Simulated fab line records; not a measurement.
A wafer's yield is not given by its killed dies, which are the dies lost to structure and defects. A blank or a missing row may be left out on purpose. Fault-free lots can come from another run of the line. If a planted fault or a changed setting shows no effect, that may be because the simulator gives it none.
Matching of chambers :: flow n5 finfet :: 4 sister chambers for N5_MIM_BOT_ETCH_STRIP_01 on rie diel-06
The step strips in O2. 8 wafers are shown with their chamber, then 8 later ones without.

## WAFERS WITH THEIR CHAMBER
wafer: L769.5
chamber: 3
showerhead plenum p Torr (Torr): 2.12
throttle valve pct (%): 16.06

wafer: L769.6
chamber: 0
showerhead plenum p Torr (Torr): 2.19
throttle valve pct (%): 16.74

wafer: L768.3
chamber: 1
showerhead plenum p Torr (Torr): 2.02
throttle valve pct (%): 16.56

wafer: L768.5
chamber: 1
showerhead plenum p Torr (Torr): 2.02
throttle valve pct (%): 16.54

wafer: L772.2
chamber: 3
showerhead plenum p Torr (Torr): 2.11
throttle valve pct (%): 16.10

wafer: L772.3
chamber: 2
showerhead plenum p Torr (Torr): 2.19
throttle valve pct (%): 16.31

wafer: L772.6
chamber: 2
showerhead plenum p Torr (Torr): 2.20
throttle valve pct (%): 16.32

wafer: L773.2
chamber: 0
showerhead plenum p Torr (Torr): 2.19
throttle valve pct (%): 16.76

## WAFERS WITH NO CHAMBER GIVEN
wafer: L773.3
showerhead plenum p Torr (Torr): 2.11
throttle valve pct (%): 16.12

wafer: L773.4
showerhead plenum p Torr (Torr): 2.20
throttle valve pct (%): 16.37

wafer: L774.1
showerhead plenum p Torr (Torr): 2.19
throttle valve pct (%): 16.35

wafer: L774.2
showerhead plenum p Torr (Torr): 2.11
throttle valve pct (%): 16.04

wafer: L774.6
showerhead plenum p Torr (Torr): 2.11
throttle valve pct (%): 16.11

wafer: L777.2
showerhead plenum p Torr (Torr): 2.11
throttle valve pct (%): 16.13

wafer: L777.3
showerhead plenum p Torr (Torr): 2.02
throttle valve pct (%): 16.58

wafer: L777.4
showerhead plenum p Torr (Torr): 2.19
throttle valve pct (%): 16.36

## WHICH CHAMBER EACH ONE RAN IN
wafer: L773.3
from the rows above: 3
in truth: 3

wafer: L773.4
from the rows above: 2
in truth: 2

wafer: L774.1
from the rows above: 2
in truth: 2

wafer: L774.2
from the rows above: 3
in truth: 3

wafer: L774.6
from the rows above: 3
in truth: 3

wafer: L777.2
from the rows above: 3
in truth: 3

wafer: L777.3
from the rows above: 1
in truth: 1

wafer: L777.4
from the rows above: 2
in truth: 2
Correctly placed: 8 of 8. Can't be placed from these rows: 0. 0 placed wrongly.
How it was worked out, from the rows above alone: a wafer's distance from a chamber is the root of the sum, over the readings, of the square of ((its reading less the chamber's mean) divided by the reading's scatter). The wafer belongs to the nearest chamber; if the next one is less than 2 further off, it can't be placed. The mean given for a chamber averages the wafers shown for that chamber. The scatter: take each reading less its chamber's mean, square it, sum over the shown wafers, divide by the number of wafers less the number of chambers, and take the root.
